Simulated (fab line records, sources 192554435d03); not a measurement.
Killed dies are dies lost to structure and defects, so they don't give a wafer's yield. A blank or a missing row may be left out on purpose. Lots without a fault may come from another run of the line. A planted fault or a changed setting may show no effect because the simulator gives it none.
Chamber matching | flow n5_finfet | N5_BEOL_M2_ETCH_63 on rie_diel-05: 4 sister chambers
The step etches SiARC in CF4, target depth 15.6 nm, time 26 s. 8 wafers are shown with their chamber, then 9 later ones without.

WAFERS WITH THEIR CHAMBER
wafer  | chamber | drypump_motor_current_A (A) | showerhead_plenum_p_Torr (Torr)
L079.1 | 1       | 5.2                         | 2.20
L079.2 | 2       | 6.3                         | 2.27
L084.1 | 3       | 5.6                         | 2.27
L084.3 | 1       | 5.2                         | 2.20
L084.4 | 2       | 6.3                         | 2.26
L088.3 | 0       | 6.1                         | 2.22
L088.5 | 3       | 5.6                         | 2.27
L088.6 | 0       | 6.0                         | 2.22

WAFERS WITHOUT THEIR CHAMBER
wafer  | drypump_motor_current_A (A) | showerhead_plenum_p_Torr (Torr)
L090.2 | 5.2                         | 2.20
L090.4 | 6.3                         | 2.26
L090.6 | 5.6                         | 2.27
L093.1 | 5.6                         | 2.26
L093.2 | 6.1                         | 2.21
L093.3 | 5.2                         | 2.20
L096.2 | 5.1                         | 2.19
L096.3 | 6.3                         | 2.25
L096.6 | 6.3                         | 2.25

WHICH CHAMBER EACH WENT THROUGH
wafer  | from the rows above | in truth
L090.2 | 1                   | 1
L090.4 | 2                   | 2
L090.6 | 3                   | 3
L093.1 | 3                   | 3
L093.2 | 0                   | 0
L093.3 | 1                   | 1
L096.2 | 1                   | 1
L096.3 | 2                   | 2
L096.6 | 2                   | 2
Placed correctly: 9 of 9. Can't be placed from these rows: 0. Placed wrongly: 0.
How it was worked out, from the rows above alone: a wafer's distance from a chamber is the root of the sum, over the readings, of the square of ((its reading less the chamber's mean) divided by the reading's scatter). The wafer belongs to the nearest chamber; if the next one is less than 2 further off, it can't be placed. A chamber's mean is the mean of its shown wafers. The scatter: the root of (the sum of the squares of (reading less its chamber's mean) over the shown wafers, divided by (wafers less chambers)).
